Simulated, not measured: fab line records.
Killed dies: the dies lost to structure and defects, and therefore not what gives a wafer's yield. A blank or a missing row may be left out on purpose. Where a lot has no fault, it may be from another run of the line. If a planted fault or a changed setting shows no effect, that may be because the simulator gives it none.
Chamber matching + flow n5_finfet + N5_BEOL_M13_TRENCH_ETCH_34 on rie_diel-05: 4 sister chambers
The step etches SiOC in C4F8/O2/Ar, target depth 413.47 nm, time 162.6 s. 8 wafers are shown with their chamber, then 8 later ones without.

== WAFERS, EACH WITH ITS CHAMBER ==
| wafer  | chamber | throttle_valve_pct (%) | drypump_motor_current_A (A) |
|--------|---------|------------------------|-----------------------------|
| L081.2 | 3       | 23.84                  | 5.77                        |
| L079.2 | 1       | 24.44                  | 5.21                        |
| L082.1 | 0       | 24.24                  | 5.74                        |
| L082.5 | 3       | 23.87                  | 5.77                        |
| L088.1 | 1       | 24.45                  | 5.16                        |
| L088.2 | 2       | 24.22                  | 5.67                        |
| L088.4 | 0       | 24.24                  | 5.79                        |
| L089.1 | 2       | 24.21                  | 5.67                        |

== WAFERS WITHOUT THEIR CHAMBER ==
| wafer  | throttle_valve_pct (%) | drypump_motor_current_A (A) |
|--------|------------------------|-----------------------------|
| L089.3 | 24.48                  | 5.20                        |
| L089.5 | 24.24                  | 5.62                        |
| L094.1 | 24.44                  | 5.20                        |
| L094.2 | 24.25                  | 5.79                        |
| L094.5 | 24.27                  | 5.79                        |
| L095.1 | 23.88                  | 5.77                        |
| L095.5 | 24.47                  | 5.21                        |
| L095.6 | 24.21                  | 5.64                        |

== CHAMBER TAKEN BY EACH ==
| wafer  | from the rows above | in truth |
|--------|---------------------|----------|
| L089.3 | 1                   | 1        |
| L089.5 | 2                   | 2        |
| L094.1 | 1                   | 1        |
| L094.2 | 0                   | 0        |
| L094.5 | 0                   | 0        |
| L095.1 | 3                   | 3        |
| L095.5 | 1                   | 1        |
| L095.6 | 2                   | 2        |
8 of 8 placed correctly. Number that these rows cannot place: 0. 0 placed wrongly.
How it was worked out, from the rows above alone: a wafer's distance from a chamber is the root of the sum, over the readings, of the square of ((its reading less the chamber's mean) divided by the reading's scatter). If the next closest chamber is less than 2 further off than the closest, the wafer can't be placed; otherwise it belongs to the closest. For every chamber, the mean is computed from those of its wafers that are shown. How the scatter is found: for the shown wafers, subtract from each reading the mean of its chamber, square and add these, divide the total by (wafers less chambers), then take the root.
